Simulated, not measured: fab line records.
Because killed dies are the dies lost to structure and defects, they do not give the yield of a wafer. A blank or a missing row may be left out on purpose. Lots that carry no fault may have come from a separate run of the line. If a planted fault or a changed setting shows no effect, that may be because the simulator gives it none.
fab line records    flow n5Finfet
[record] lots = 3  wafers = 9  lastDay = 14
route steps=1938 shown SD_EPI_N@269 SD_EPI_P@295 BEOL_M4@1111
lots that met no fault: from a run of the same line without faults
startH: start of the lot's first displayed wafer, in hours after the record's first day    waitH: hours elapsed since this lot's preceding step    " the same as in the row above    L1.1+2: several wafers, shown together as one row    - no value present, or no start provided    * or withheld: withheld    < > ~ a bound
route shown NAME@n: names a module that has steps shown in the file, with the first one's number in the route    usual: mean and standard deviation over wafers with no fault    same: alike in all rows    chamber/n: place in a boat    sites: per-site readings    _std_site: standard deviation of those values    _edge_site: the outer-site mean with the inner-site mean subtracted    radiusMm: for every site, how far away it sits from the centre of the wafer    mask NAME#n: copy n    behind: the most recent tool/chamber to have shaped the wafer    hold: reason for holding the lot/hours on hold/outcome of the hold    device: the transistor (n, p or np) that didn't switch    end of line: the same wafers' tests at the end of the route    where a step has no rows: the recipe by itself    killed: count of dies lost to structure and defects at first sort (not the wafer's yield)    map: shows each die of a wafer: x if killed, . if not, _ if none is there
set.NAME: the setting that was run; set.NAME@STEP: the one run at that earlier step    model.NAME: the simulator's own value behind a step, which no gauge read
certain route steps with their lots: each step a table, each wafer a row
services: the hour from which a tool's chamber was out of use, counted from the record's first day as startH (under 0 if before that day), plus the number of hours and why
[[steps]]
[step N5_SD_EPI_N_DEVELOP_08]
[recipe] developTimeS = 30  developer = TMAH  resist = CAR-ArF-block  devTempC = 23  rinseLiquid = diw  dry = airSpin
[step N5_SD_EPI_N_DESCUM_14]
[recipe] chemistry = O2  timeS = 7.9  sourcePowerW = 50  biasPowerW = 20  pressureMtorr = 20  rfFrequencyHz = 2.712e+07  tempC = 40  resist = CAR-ArF-block  o2FlowSccm = 225
[step N5_SD_EPI_N_ETCH_34]
[recipe] chemistry = CF4  target = SiARC  targetDepthA = 455  maskMaterial = CAR-ArF-block  timeS = 75.8  ionEnergyEv = 80  pressureMtorr = 40  sourceW = 545  biasW = 36  Ar_flow_sccm = 100  cf4FlowSccm = 100  ends = cleared
[step N5_SD_EPI_N_ETCH_35]
[recipe] chemistry = N2/H2  target = SOC  overetchA = 1080  maskMaterial = SiARC  tempC = 40  ionEnergyEv = 100  sourceW = 3000  biasW = 133  pressureMtorr = 20  timeS = 486  n2FlowSccm = 200  h2FlowSccm = 200
[step N5_SD_EPI_N_STRIP_36]
[recipe] chemistry = N2/H2  tempC = 40  n2FlowSccm = 200  h2FlowSccm = 200  rfFrequencyHz = 6e+07
[step N5_SD_EPI_N_ETCHBACK_44]
[recipe] chemistry = CH3F/O2  mode = anisotropicEtchback  target = SiNx  targetDepthA = 145  stopOn = SiO2  overEtchFrac = 0.3  ionEnergyEv = 120  pressureMtorr = 30  sourceW = 395  biasW = 73  Ar_flow_sccm = 150  CH3F_flow_sccm = 30  O2_flow_sccm = 20
[step N5_SD_EPI_N_ETCH_45]
[recipe] chemistry = CH3F/O2  target = SiOCN  targetDepthA = 60  maskMaterial = SOC  ionEnergyEv = 60  biasW = 29  pressureMtorr = 15  sourceW = 410  Ar_flow_sccm = 150  CH3F_flow_sccm = 30  O2_flow_sccm = 20
[step N5_SD_EPI_N_ETCH_16]
[recipe] chemistry = CHF3/O2  target = SiO2  targetDepthA = 50  maskMaterial = SOC  pressureMtorr = 30  sourceW = 650  biasW = 170  Ar_flow_sccm = 200  CHF3_flow_sccm = 50  O2_flow_sccm = 5  ionEnergyEv = 200
[step N5_SD_EPI_N_STRIP_47]
[recipe] chemistry = CHF3/O2  resist = SiARC  rfFrequencyHz = 6e+07
[step N5_SD_EPI_N_SD_RECESS_17]
[recipe] chemistry = HBr/Cl2/O2  targetDepthA = 410  maskMaterial = SOC  timeS = 23.7  btTimeS = 3  pressureMtorr = 10  icpW = 800  biasW = 112  HBr_flow_sccm = 150  Cl2_flow_sccm = 80  O2_flow_sccm = 12
[usual] O2_flow_sccm = 12.00/0.034  chamberPressureMTorr = 10.000/0.0096  drypumpMotorCurrentA = 5.8/0.46  oesProductAu = 1.003/0.013  throttleValvePct = 36.92/0.24
lot.wafer  tool      chamber  startH  waitH  O2_flow_sccm  chamberPressureMTorr  drypumpMotorCurrentA  oesProductAu  rfHoursCounterH  throttleValvePct  model.Si_of_WELL_APT_EPI_41.thkNm  model.etch.depthNm  model.SD_EPI_N.featureDepthNm
L815.1     rieSi-06  0        69.92   0.0    11.98         10.025                5.8                   1.014         114              36.79             8.6                                40.69               40.6
L815.4     "         0        "       "      11.98         9.996                 5.9                   1.020         -                36.77             10                                 40.59               40.6
L815.6     "         2        "       "      11.95         9.995                 6.4                   0.991         -                37.28             8.8                                40.89               40.8
L821.1     rieSi-02  3        106.25  0.0    12.01         9.991                 6.0                   0.980         73               36.83             8.8                                40.38               40.4
L821.3     "         0        "       "      12.03         10.002                5.9                   1.015         173              36.84             8.6                                41.34               41.4
L821.6     "         1        "       "      12.00         10.018                5.4                   0.981         -                36.50             8.8                                40.46               40.4
L824.2     rieSi-06  3        124.10  0.0    11.99         9.995                 5.6                   1.001         59               36.76             5.2                                44.46               44.4
L824.3     "         1        "       "      11.99         10.002                4.9                   1.006         94               36.88             4.8                                44.56               44.6
L824.4     "         3        "       "      11.94         10.011                5.6                   1.001         -                36.75             5.4                                44.09               44
[step N5_SD_EPI_N_STRIP_38]
[recipe] chemistry = N2/H2  powerW = 1000  tempC = 250  h2Frac = 0.65  overashFraction = 0.3  pressureMtorr = withheld  n2FlowSccm = 1750  h2FlowSccm = 3250
[step N5_SD_EPI_N_WET_ETCH_43]
[recipe] chemistry = dHF  dilution = withheld  timeS = 14  target = SiO2  targetDepthA = 15  tempC = 25
[step N5_SD_EPI_N_STRIP_18]
[recipe] chemistry = SPM  timeS = 750  tempC = 130  h2so4H2o2VolRatio = 4
lot.wafer  tool         chamber  startH  waitH  model.Si_of_WELL_APT_EPI_41.thkNm
L815.1     wetBench-06  6        70.11   0.0    8.2
L815.4     "            4        "       "      9.8
L815.6     "            3        "       "      8.4
L821.1+6   wetBench-06  0,3      106.44  0.0    8.4
L821.3     "            5        "       "      8.2
L824.2     wetBench-03  5        124.29  0.0    5
L824.3     "            4        "       "      4.4
L824.4     "            7        "       "      5.2
[step N5_SD_EPI_N_SRD_20]
[recipe] dry = ipaMarangoni  doPpb = 5  timeS = 30  tempC = 23  rinseLiquid = diw
[step N5_SD_EPI_N_PRECLEAN_48]
[recipe] chemistry = NF3:NH3  afsCycles = 2  tempC = 30  timeS = 20  sublimationTempC = 180  sublimationTimeS = 60  pressureTorr = 3  rfPowerW = 30
[step N5_SD_EPI_N_VAPOR_ETCH_50]
[recipe] chemistry = HCl  target = Si  tempC = 775  timeS = 54  pressureTorr = 20  mode = isotropic
[step N5_SD_EPI_N_EPI_21]
[recipe] material = Si:P  dopant = P  tempC = 680  pressureTorr = 255  timeS = 690
[step N5_SD_EPI_N_PRECLEAN_24]
[recipe] chemistry = O3/DIW  timeS = 60  tempC = 22  o3Ppm = 10
[step N5_SD_EPI_N_SRD_25]
[recipe] timeS = 30  tempC = 23  rinseLiquid = diw  dry = ipaMarangoni
[step N5_SD_EPI_N_PRECLEAN_49]
[recipe] chemistry = NF3:NH3  afsCycles = 1  tempC = 30  timeS = 20  sublimationTempC = 180  sublimationTimeS = 60  pressureTorr = 3  rfPowerW = 30
[step N5_SD_EPI_N_LINER_46]
[recipe] material = SiNx  targetThkA = 30  tempC = 400  aldPrecursorFamily = SiH2I2  aldCoReactant = N2/H2-plasma  pressureTorr = 2
[step N5_SD_EPI_P_COAT_34]
[recipe] resist = SOC  tempC = 250  timeS = 60  spinRpm = 1500  resistThkNm = 350
[step N5_SD_EPI_P_COAT_35]
[recipe] resist = SiARC  tempC = 220  timeS = 60  spinRpm = 1500  resistThkNm = 35
[step N5_SD_EPI_P_COAT_03]
[recipe] resist = CAR-ArF-block  spinRpm = 1500  resistThkNm = 150
[step N5_SD_EPI_P_EBR_05]
[recipe] solvent = PGMEA  ebrWidthMm = 1.5
[step N5_SD_EPI_P_SOFTBAKE_04]
[recipe] tempC = 110  timeS = 60  resist = CAR-ArF-block
[step N5_SD_EPI_P_EXPOSE_06]
[recipe] maskId = SD_P_BLK  na = 1.35  sourceShape = conventional  sigmaOuter = 0.8  polarization = unpolarized  targetCdNm = 240  doseMj = 39.5
[step N5_SD_EPI_P_PEB_07]
[recipe] pebTempC = 110  pebTimeS = 60  resist = CAR-ArF-block
[step N5_SD_EPI_P_DEVELOP_08]
[recipe] developTimeS = 30  developer = TMAH  resist = CAR-ArF-block  devTempC = 23  rinseLiquid = diw  dry = airSpin
[step N5_SD_EPI_P_DESCUM_14]
[recipe] chemistry = O2  timeS = 7.9  sourcePowerW = 50  biasPowerW = 20  pressureMtorr = 20  rfFrequencyHz = 2.712e+07  tempC = 40  resist = CAR-ArF-block  o2FlowSccm = 225
[step N5_SD_EPI_P_ETCH_36]
[recipe] chemistry = CF4  target = SiARC  targetDepthA = 455  maskMaterial = CAR-ArF-block  timeS = 75.8  ionEnergyEv = 80  pressureMtorr = 40  sourceW = 545  biasW = 36  Ar_flow_sccm = 100  cf4FlowSccm = 100  ends = cleared
[step N5_SD_EPI_P_ETCH_37]
[recipe] chemistry = N2/H2  target = SOC  overetchA = 1080  maskMaterial = SiARC  tempC = 40  ionEnergyEv = 100  sourceW = 3000  biasW = 133  pressureMtorr = 20  timeS = 486  n2FlowSccm = 200  h2FlowSccm = 200  ends = endPoint
[step N5_SD_EPI_P_STRIP_38]
[recipe] chemistry = N2/H2  tempC = 40  n2FlowSccm = 200  h2FlowSccm = 200  rfFrequencyHz = 6e+07
[step N5_SD_EPI_P_ETCHBACK_46]
[recipe] chemistry = CH3F/O2  mode = anisotropicEtchback  target = SiNx  targetDepthA = 175  stopOn = SiO2  overEtchFrac = 0.3  ionEnergyEv = 120  pressureMtorr = 30  sourceW = 395  biasW = 73  Ar_flow_sccm = 150  CH3F_flow_sccm = 30  O2_flow_sccm = 20
[step N5_BEOL_M4_RC_MEAS_101]
[usual] CJ_N = 4.34/0.069  DIBL_N = 36.5/1.4  DIBL_P = 36.9/1.7  IOFF_N = 0.163/0.023  IOFF_P = 0.22/0.032  ION_N = 673/9  ION_P = 462/7.5  SS_N = 71.6/0.54  SS_P = 73.4/0.62  VT_N = 249.8/2.8  VT_P = -250/3.5
lot.wafer  tool       chamber  startH  waitH  CJ_N  DIBL_N[mV/V]  DIBL_P[mV/V]  IOFF_N[nA/um]  IOFF_P[nA/um]  ION_N[uA/um]  ION_P[uA/um]  SS_N[mV/dec]  SS_P[mV/dec]  VT_N[mV]  VT_P[mV]
L815.1     prober-01  0        185.89  0.0    4.30  37.2          38.9          0.186          0.26           674           467           71.8          74.9          249.9     -246
L815.4     "          0        "       "      4.36  37.2          39.2          0.184          0.26           680           470           71.3          74.1          250.4     -247
L815.6     "          0        "       "      4.32  37.4          38.4          0.177          0.25           670           461           71.5          74.5          248.7     -246
L821.1     prober-02  0        215.92  0.0    4.32  36.6          39.1          0.176          0.22           669           454           71.5          73.7          249.1     -252
L821.3     "          0        "       "      4.43  34.6          35.8          0.136          0.16           664           455           70.8          73.2          254.3     -255
L821.6     "          0        "       "      4.36  34.4          36.0          0.128          0.16           662           450           71.2          72.7          254.2     -259
L824.2     prober-02  0        245.77  0.2    4.63  37.8          34.9          0.192          0.19           686           460           72.2          72.8          250.8     -253
L824.3     "          0        "       "      4.66  38.1          34.9          0.206          0.20           676           461           72.6          72.9          251.7     -248
L824.4     "          0        "       "      4.62  39.6          37.8          0.254          0.24           691           467           73.3          73.4          245.9     -251
[[services]]
tool      chamber  startH  hours  kind
rieSi-06  2        77.98   1.8    repair
rieSi-06  2        121.58  4.2    repair
[[key]]
[firstSign] step = N5_BEOL_M4_RC_MEAS_101  reading = CJ_N  direction = up  sigmas = 4.3  usual = 4.34  struck = 4.64
[effect] step = N5_BEOL_M4_RC_MEAS_101  reading = IOFF_N  direction = up  sigmas = 2.4  usual = 0.163  struck = 0.217
[modelEffect] step = N5_SD_EPI_N_SD_RECESS_17  value = Si_of_WELL_APT_EPI_41.thkNm  without = 9.133  struck = 5.133
[modelEffect] step = N5_SD_EPI_N_STRIP_18  value = Si_of_WELL_APT_EPI_41.thkNm  without = 8.733  struck = 4.867
metAt N5_SD_EPI_N_SD_RECESS_17
struckWafers L824.2,L824.3,L824.4
onsetBetween 69.92 124.10
alsoFits time
[fault] kind = processParameterDrift  tool = rieSi-06  chamber = -  onsetH = 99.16  steps = N5_SD_EPI_N_SD_RECESS_17  channel = timeS  offset = *  shape = step  endH = 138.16  actsIn = *  stated = *
